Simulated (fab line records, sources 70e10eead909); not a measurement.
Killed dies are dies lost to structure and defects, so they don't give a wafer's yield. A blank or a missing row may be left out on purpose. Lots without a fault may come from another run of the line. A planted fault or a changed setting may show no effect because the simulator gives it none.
Chamber matching | flow nand_harc | NHARC_P_M0_DESCUM_14 on rie_diel-02: 4 sister chambers
The step chemistry O2, time 3 s. 8 wafers are shown with their chamber, then 9 later ones without.

WAFERS WITH THEIR CHAMBER
wafer  | chamber | showerhead_plenum_p_Torr (Torr) | drypump_motor_current_A (A)
L075.5 | 2       | 1.89                            | 5.8
L078.4 | 2       | 1.89                            | 5.8
L080.3 | 3       | 2.01                            | 5.2
L090.2 | 3       | 2.00                            | 5.3
L090.5 | 0       | 2.05                            | 6.1
L091.2 | 1       | 1.83                            | 5.7
L091.4 | 0       | 2.05                            | 6.1
L091.5 | 1       | 1.83                            | 5.6

WAFERS WITHOUT THEIR CHAMBER
wafer  | showerhead_plenum_p_Torr (Torr) | drypump_motor_current_A (A)
L095.2 | 1.87                            | 5.8
L095.4 | 2.04                            | 6.1
L095.6 | 2.04                            | 6.1
L095.1 | 1.99                            | 5.3
L095.3 | 1.83                            | 5.6
L095.5 | 1.83                            | 5.6
L097.4 | 1.99                            | 5.2
L097.5 | 2.04                            | 6.1
L097.6 | 1.83                            | 5.7

WHICH CHAMBER EACH WENT THROUGH
wafer  | from the rows above | in truth
L095.2 | 2                   | 2
L095.4 | 0                   | 0
L095.6 | 0                   | 0
L095.1 | 3                   | 3
L095.3 | 1                   | 1
L095.5 | 1                   | 1
L097.4 | 3                   | 3
L097.5 | 0                   | 0
L097.6 | 1                   | 1
Placed correctly: 9 of 9. Can't be placed from these rows: 0. Placed wrongly: 0.
How it was worked out, from the rows above alone: a wafer's distance from a chamber is the root of the sum, over the readings, of the square of ((its reading less the chamber's mean) divided by the reading's scatter). The wafer belongs to the nearest chamber; if the next one is less than 2 further off, it can't be placed. A chamber's mean is the mean of its shown wafers. The scatter: the root of (the sum of the squares of (reading less its chamber's mean) over the shown wafers, divided by (wafers less chambers)).
